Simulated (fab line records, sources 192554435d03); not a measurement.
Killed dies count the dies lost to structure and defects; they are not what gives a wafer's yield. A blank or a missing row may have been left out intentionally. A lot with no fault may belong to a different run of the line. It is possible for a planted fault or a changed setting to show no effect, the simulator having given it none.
One fault through the eyes of 2 desks	flow n5Finfet	each desk holds nothing but its own numbers, with what lay behind them at the end

FOR THE TOOL OWNER'S DESK: uvCure-03
The tool's own readings at N5_BEOL_M10_CURE_71 (cures SiCOH lowk, time 240 s): means of the sampled wafers that have a number, for each lot that ran on this tool. Any lot whose mean is over 4 standard deviations away from the usual mean is out of limits and marked OUT; that distance is given in the brackets.
Columns: A = lampPowerPct at N5_BEOL_M10_CURE_71, usual 52.31 %; B = runLengthS at N5_BEOL_M10_CURE_71, usual 286.2 s; C = wafer_temp_C_max at N5_BEOL_M10_CURE_71, usual 386.6
lot	first seen here	A	B	C
L710	day 10 07:43	52.28	286.2	386.9
L711	day 10 21:55	52.34	285.4	386.9
Result from this desk: across the 2 lots, nothing is out of limits.

THE METROLOGY DESK
What the gauges read for every lot (on any tool): the sampled wafers with a number, averaged. Any lot whose mean is over 4 standard deviations away from the usual mean is out of limits and marked OUT; that distance is given in the brackets.
Columns: A = M10_ILD_THK at N5_BEOL_M10_THK_MEAS_01, usual 268 nm
lot	first seen here	A
L708	day 9 16:17	271
L710	day 10 08:14	267
L711	day 10 22:25	268
L720	day 13 16:32	310 (+14) OUT
L722	day 13 22:34	308 (+13) OUT
L721	day 13 23:13	311 (+14) OUT
L723	day 14 05:47	270
L724	day 14 09:46	272
L728	day 15 06:25	266
L729	day 15 15:09	267
This desk's finding: out of limits on L720, L721, L722; first on L720, day 13 16:32 (M10_ILD_THK at N5_BEOL_M10_THK_MEAS_01). In limits: L708, L710, L711, L723, L724, L728, L729.

BROUGHT TOGETHER
The metrology desk could have raised an alarm at day 13 16:32, on L720, L721, L722.
The tool owner's desk saw nothing out of limits.
The tool owner's desk has no number on record for L720, L721, L722.
Of the lots named, all ran N5_BEOL_M10_CURE_71 on uvCure-03.

WHAT THE SIMULATOR HAD PUT IN
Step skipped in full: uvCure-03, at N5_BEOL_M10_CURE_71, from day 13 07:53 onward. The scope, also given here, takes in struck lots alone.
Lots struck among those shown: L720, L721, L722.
Per desk, hours elapsed from the start of the fault to the first reading out of limits: for the metrology desk, 9.
